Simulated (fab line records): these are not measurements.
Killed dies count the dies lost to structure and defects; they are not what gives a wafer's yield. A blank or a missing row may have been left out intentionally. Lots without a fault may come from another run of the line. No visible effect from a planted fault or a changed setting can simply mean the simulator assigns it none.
Matching of chambers    flow nandHarc    aldHk-04 running NHARC_A_CHANNEL_FILL_D2_ALD_02: 4 sister chambers
The step deposits SiO2, target thk 6 nm, pulse time 10 s, ald cycles 60. 14 wafers are shown with their chamber, then 7 later ones without.

== WAFERS PAIRED WITH THEIR CHAMBERS ==
wafer   chamber  heaterPowerW (W)  heaterPowerOuterW (W)  susceptorTempC (C)
L075.2  3        441               252                    300.23
L075.3  0        513               276                    300.13
L075.4  2        461               256                    300.13
L082.1  3        434               258                    300.21
L082.3  1        397               219                    300.13
L082.5  2        439               256                    300.16
L083.1  3        445               260                    300.12
L083.2  0        519               285                    299.78
L083.5  3        441               257                    299.99
L087.1  3        458               262                    300.11
L087.5  2        452               241                    300.05
L087.6  1        419               234                    300.05
L089.1  2        452               246                    300.14
L089.3  1        424               239                    300.05

SIGNATURES (averages over the wafers above)
reading            chamber 0  chamber 1  chamber 2  chamber 3  scatter within a chamber
heaterPowerW       516.00     413.33     451.00     443.80     9.96
heaterPowerOuterW  280.50     230.67     249.75     257.80     6.95
susceptorTempC     299.9550   300.0767   300.1200   300.1320   0.104
Rule: a wafer's distance from a chamber is the root of the sum, over the readings, of the square of ((its reading less the chamber's mean) divided by the reading's scatter). The wafer belongs to the nearest chamber; if the next one is less than 2 further off, it can't be placed. How the scatter is found: for the shown wafers, subtract from each reading the mean of its chamber, square and add these, divide the total by (wafers less chambers), then take the root.

== WAFERS WITHOUT THEIR CHAMBER ==
wafer   heaterPowerW (W)  heaterPowerOuterW (W)  susceptorTempC (C)
L089.4  496               275                    300.08
L093.2  436               235                    299.75
L093.3  454               279                    300.10
L093.5  440               247                    299.87
L097.2  498               269                    300.05
L097.4  446               264                    299.95
L097.5  412               236                    299.73

== THE CHAMBER EACH PASSED THROUGH ==
wafer   from the rows above           in truth
L089.4  0                             0
L093.2  can't be placed: 1 or 2 or 3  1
L093.3  can't be placed: 3 or 2       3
L093.5  can't be placed: 2 or 3 or 1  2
L097.2  0                             0
L097.4  can't be placed: 3 or 2       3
L097.5  1                             1
3 of 7 placed correctly. Unplaceable from these rows: 4, with the true chamber sitting among the candidates in 4. 0 placed wrongly.
